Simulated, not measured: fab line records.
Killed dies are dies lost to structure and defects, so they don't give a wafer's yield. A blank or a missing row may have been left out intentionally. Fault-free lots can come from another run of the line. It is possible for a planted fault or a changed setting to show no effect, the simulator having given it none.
Which tool is to blame? || flow n5_finfet || 12 lots with 35 wafers sampled at 2 steps, on a route of 1938 steps

## WHAT THE GAUGES READ, wafer by wafer
N5_FIN_SAQP_THK_MEAS_07. Usual: thk_nm reads 59.9 nm (standard deviation 0.93).
{"lot": "L824", "measured": "day 1 21:58", "on": "film_metro-01", "thk_nm (nm)": "59.4 59.2 60.1", "flag": ""}
{"lot": "L825", "measured": "day 2 03:32", "on": "film_metro-02", "thk_nm (nm)": "58.8 60.2 60.2", "flag": ""}
{"lot": "L826", "measured": "day 2 09:31", "on": "film_metro-02", "thk_nm (nm)": "59.6 60.7 60.7", "flag": ""}
{"lot": "L827", "measured": "day 2 15:52", "on": "film_metro-01", "thk_nm (nm)": "59.5 58.1 60.8", "flag": ""}
{"lot": "L828", "measured": "day 2 21:18", "on": "film_metro-02", "thk_nm (nm)": "59.8 59.6 60.5", "flag": ""}
{"lot": "L830", "measured": "day 3 08:58", "on": "film_metro-01", "thk_nm (nm)": "59.1 59.5 60.5", "flag": ""}
{"lot": "L834", "measured": "day 4 09:17", "on": "film_metro-01", "thk_nm (nm)": "58.4 58.0 59.3", "flag": ""}
{"lot": "L835", "measured": "day 4 15:05", "on": "film_metro-01", "thk_nm (nm)": "59.0 59.2", "flag": ""}
{"lot": "L836", "measured": "day 4 22:07", "on": "film_metro-01", "thk_nm (nm)": "60.1 59.0 60.3", "flag": ""}
{"lot": "L842", "measured": "day 6 11:40", "on": "film_metro-02", "thk_nm (nm)": "59.1 59.7 61.2", "flag": ""}
{"lot": "L846", "measured": "day 7 10:01", "on": "film_metro-01", "thk_nm (nm)": "61.1 62.2 60.8", "flag": ""}
{"lot": "L847", "measured": "day 7 15:20", "on": "film_metro-01", "thk_nm (nm)": "58.4 59.5 60.2", "flag": ""}

## EACH LOT AND THE TOOL THAT RAN IT (in order: tool; ch and the chambers of the sampled wafers; start)
{"lot": "L824", "N5_PMOS_HMC_CHANNEL_EPI_CMP_21": "cmp-02 ch 0,1,3, day 1 20:05"}
{"lot": "L825", "N5_PMOS_HMC_CHANNEL_EPI_CMP_21": "cmp-02 ch 0,3, day 2 01:46"}
{"lot": "L826", "N5_PMOS_HMC_CHANNEL_EPI_CMP_21": "cmp-02 ch 0,3, day 2 07:46"}
{"lot": "L827", "N5_PMOS_HMC_CHANNEL_EPI_CMP_21": "cmp-01 ch 2,3, day 2 13:09"}
{"lot": "L828", "N5_PMOS_HMC_CHANNEL_EPI_CMP_21": "cmp-02 ch 0,1,2, day 2 19:35"}
{"lot": "L830", "N5_PMOS_HMC_CHANNEL_EPI_CMP_21": "cmp-01 ch 0,2,3, day 3 07:26"}
{"lot": "L834", "N5_PMOS_HMC_CHANNEL_EPI_CMP_21": "cmp-01 ch 2,3, day 4 07:43"}
{"lot": "L835", "N5_PMOS_HMC_CHANNEL_EPI_CMP_21": "cmp-04 ch 2,3, day 4 13:08"}
{"lot": "L836", "N5_PMOS_HMC_CHANNEL_EPI_CMP_21": "cmp-02 ch 0,3, day 4 20:10"}
{"lot": "L842", "N5_PMOS_HMC_CHANNEL_EPI_CMP_21": "cmp-01 ch 0,1, day 6 10:05"}
{"lot": "L846", "N5_PMOS_HMC_CHANNEL_EPI_CMP_21": "cmp-04 ch 2,3, day 7 08:25"}
{"lot": "L847", "N5_PMOS_HMC_CHANNEL_EPI_CMP_21": "cmp-02 ch 2,3, day 7 13:34"}
- N5_PMOS_HMC_CHANNEL_EPI_CMP_21: polishes SiGe30, target thk 54 nm.

## AS READ BY THE TOOLS THEMSELVES (means over the sampled wafers that have a number; for cases with no such wafer, the mark the record gives instead)
N5_PMOS_HMC_CHANNEL_EPI_CMP_21. Usual: motor_current_A reads 12.3 A (standard deviation 0.95).
{"lot": "L824", "tool": "cmp-02", "motor_current_A (A)": 12.4, "flag": ""}
{"lot": "L825", "tool": "cmp-02", "motor_current_A (A)": 12.4, "flag": ""}
{"lot": "L826", "tool": "cmp-02", "motor_current_A (A)": 12.2, "flag": ""}
{"lot": "L827", "tool": "cmp-01", "motor_current_A (A)": 10.9, "flag": ""}
{"lot": "L828", "tool": "cmp-02", "motor_current_A (A)": 13.0, "flag": ""}
{"lot": "L830", "tool": "cmp-01", "motor_current_A (A)": 11.2, "flag": ""}
{"lot": "L834", "tool": "cmp-01", "motor_current_A (A)": 10.9, "flag": ""}
{"lot": "L835", "tool": "cmp-04", "motor_current_A (A)": 12.1, "flag": ""}
{"lot": "L836", "tool": "cmp-02", "motor_current_A (A)": 12.2, "flag": ""}
{"lot": "L842", "tool": "cmp-01", "motor_current_A (A)": 12.7, "flag": ""}
{"lot": "L846", "tool": "cmp-04", "motor_current_A (A)": 11.8, "flag": ""}
{"lot": "L847", "tool": "cmp-02", "motor_current_A (A)": 12.0, "flag": ""}

## THE ANSWER, worked out from the rows above alone
Rule: lot off if the mean of its wafers having a number is beyond 3 standard deviations from the usual mean. A lot without any number at a reading at which 4 lots or more have one is off too. All remaining lots with rows at the step are treated as sound. First the gauges in route order, then the tools' own readings, where a lot's mean is used as printed above. At the first step where some lot is off, the reading lying furthest off is the one used; lots without a number count as furthest.
No lot is off at any reading shown: from this, nothing can be told.

## WHAT WAS PUT IN BY THE SIMULATOR
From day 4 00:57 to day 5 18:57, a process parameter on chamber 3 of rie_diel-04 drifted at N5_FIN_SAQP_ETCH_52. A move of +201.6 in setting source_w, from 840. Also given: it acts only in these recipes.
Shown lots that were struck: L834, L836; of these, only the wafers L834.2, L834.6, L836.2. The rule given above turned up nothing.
